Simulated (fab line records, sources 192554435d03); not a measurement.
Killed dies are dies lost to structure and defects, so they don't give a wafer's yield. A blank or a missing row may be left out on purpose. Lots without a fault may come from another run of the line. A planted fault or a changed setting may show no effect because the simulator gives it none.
Problem report in the 8D (eight disciplines) form, filled by code | flow n5_finfet | the parts of the form that need people (team, actions taken, sign-off) are left out

1. THE PROBLEM
killed_at_M0_to_M3 at N5_PASSIVATION_PROBE_49 reads a mean of 160 on 2 wafers of 2 lots; wafers without a fault read 34 with a standard deviation of 11. That is +11 standard deviations from the usual mean.
First seen on wafer L550.5, day 14 14:28, on prober-01. The record holds 21 wafers of 7 lots with a number at this step. Rule for "out", or "out of limits": more than 4 standard deviations from the usual mean. The other wafers with a number count as sound.

2. WHAT IT IS AND WHAT IT IS NOT
question                    | is                                                                                                      | is not
which readings at this step | killed_at_M0_to_M3, defect_limited_yield, killed_dies, sort_bin_5_function, sort_n_pass, sort_yield_pct | killed_at_M4_up, killed_at_contacts, killed_at_other, killed_on_rim, killed_open, killed_short, sort_bin_8_speed
which lots                  | L550, L551                                                                                              | L546, L547, L549, L561, L563
which wafers of those lots  | L550.5, L551.1                                                                                          | L550.1, L550.3, L551.3, L551.4
read on which tools         | prober-01                                                                                               | prober-02
when                        | from day 14 14:28                                                                                       | up to then (11 sound wafers); but 8 sound wafers of L551, L561, L563 came after

3. SUSPECTS, AND WHAT RULES EACH OUT
Counting: a tool at a process step up to the reading stays a suspect if it ran every lot that is out. Sound lots after the first of them don't rule it out here, since some wafers of a struck lot are sound.
- pvd_sputter-01 at N5_BEOL_M2_SPUTTER_96 (material Cu, target thk 4.5 nm, time 8.29 s): kept. It ran every lot that is out, first L550 (day 9 16:35); its last sound lot up to then is L549 (day 8 19:43).
- prober-01 at N5_PASSIVATION_PROBE_49: kept. It ran every lot that is out, first L550 (day 14 14:16); its last sound lot up to then is L546 (day 13 09:29). Its own readings are out on those wafers: defect_limited_yield, killed_at_M0_to_M3, killed_dies, sort_bin_5_function, sort_n_pass, sort_yield_pct.
Left after counting: pvd_sputter-01 at N5_BEOL_M2_SPUTTER_96, prober-01 at N5_PASSIVATION_PROBE_49.

4. THE CAUSE (what the simulator had put in)
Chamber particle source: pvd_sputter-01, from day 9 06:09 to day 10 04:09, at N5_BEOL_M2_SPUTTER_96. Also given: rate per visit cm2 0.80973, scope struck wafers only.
Counting left 2 suspects, and this tool is among them.

5. THE CHAIN OF EFFECTS, in route order
Each row: a reading whose mean over the struck wafers that have a number lies more than 3 standard deviations from the usual. Only readings for which the record gives a usual standard deviation are gone through. hours: the time from each lot's start at the first step in this table that gives one to its start at this step, as a median over the lots. sigmas: the change in usual standard deviations.
hours | step                    | reading              | usual  | on struck wafers | change | sigmas
0     | N5_PASSIVATION_PROBE_49 | defect_limited_yield | 91.2 % | 81.4             | -9.8   | -6.1
0     | N5_PASSIVATION_PROBE_49 | killed_at_M0_to_M3   | 34     | 160              | +126   | +11
0     | N5_PASSIVATION_PROBE_49 | killed_dies          | 104    | 220              | +116   | +6.1
0     | N5_PASSIVATION_PROBE_49 | sort_bin_5_function  | 5.1 %  | 12.1             | +7.0   | +7.0
0     | N5_PASSIVATION_PROBE_49 | sort_n_pass          | 1076   | 960              | -116   | -6.1
0     | N5_PASSIVATION_PROBE_49 | sort_yield_pct       | 91.2 % | 81.4             | -9.8   | -6.1
The process steps in it:
- N5_PASSIVATION_PROBE_49

6. WHAT WOULD HAVE CAUGHT IT SOONER
In this record the first reading out of limits was taken at day 14 14:28, 128 hours after the fault began at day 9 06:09.
Of the tool readings at N5_BEOL_M2_SPUTTER_96 for which the record gives a usual standard deviation, none was out on any struck wafer, so an alarm limit of 4 standard deviations on them would not have fired.
All the lots that are out (2) had begun N5_BEOL_M2_SPUTTER_96 on pvd_sputter-01 by day 14 14:28. A hold on the tool at that time would have spared none of them.
